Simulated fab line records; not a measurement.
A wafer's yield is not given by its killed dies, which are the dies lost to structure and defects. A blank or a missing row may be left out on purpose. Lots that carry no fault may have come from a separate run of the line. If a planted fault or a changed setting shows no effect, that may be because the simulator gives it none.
Chamber matching / flow n5 finfet / N5_BEOL_M8_DESCUM_33 on rie diel-03: 4 sister chambers
The step chemistry O2, time 7 s. 4 wafers are shown with their chamber, then 9 later ones without.

## WAFERS WITH THEIR CHAMBER
wafer=L085.1; chamber=3; drypump motor current A (A)=5.4
wafer=L089.3; chamber=2; drypump motor current A (A)=5.3
wafer=L089.4; chamber=0; drypump motor current A (A)=5.8
wafer=L089.6; chamber=1; drypump motor current A (A)=6.3

## WAFERS WHOSE CHAMBER IS MISSING
wafer=L092.1; drypump motor current A (A)=6.4
wafer=L092.4; drypump motor current A (A)=5.4
wafer=L092.6; drypump motor current A (A)=5.5
wafer=L094.2; drypump motor current A (A)=6.3
wafer=L094.3; drypump motor current A (A)=5.5
wafer=L094.5; drypump motor current A (A)=5.8
wafer=L097.1; drypump motor current A (A)=5.4
wafer=L097.4; drypump motor current A (A)=6.3
wafer=L097.5; drypump motor current A (A)=5.8

## WHICH CHAMBER EACH WENT THROUGH
wafer=L092.1; from the rows above=1; in truth=1
wafer=L092.4; from the rows above=can't be placed: 3 or 2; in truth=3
wafer=L092.6; from the rows above=can't be placed: 3 or 2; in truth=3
wafer=L094.2; from the rows above=1; in truth=1
wafer=L094.3; from the rows above=can't be placed: 3 or 2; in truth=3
wafer=L094.5; from the rows above=0; in truth=0
wafer=L097.1; from the rows above=can't be placed: 3 or 2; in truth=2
wafer=L097.4; from the rows above=1; in truth=1
wafer=L097.5; from the rows above=0; in truth=0
Correctly placed: 5 of 9. These rows do not allow placing 4 (true chamber among the candidates in 4). Placed wrongly: 0.
How it was worked out, from the rows above alone: a wafer's distance from a chamber is the root of the sum, over the readings, of the square of ((its reading less the chamber's mean) divided by the reading's scatter). The wafer belongs to the nearest chamber; if the next one is less than 2 further off, it can't be placed. For every chamber, the mean is computed from those of its wafers that are shown. The scatter: with one shown wafer a chamber, the root of the mean of the squares of how far each hidden wafer lies from its nearest shown one.
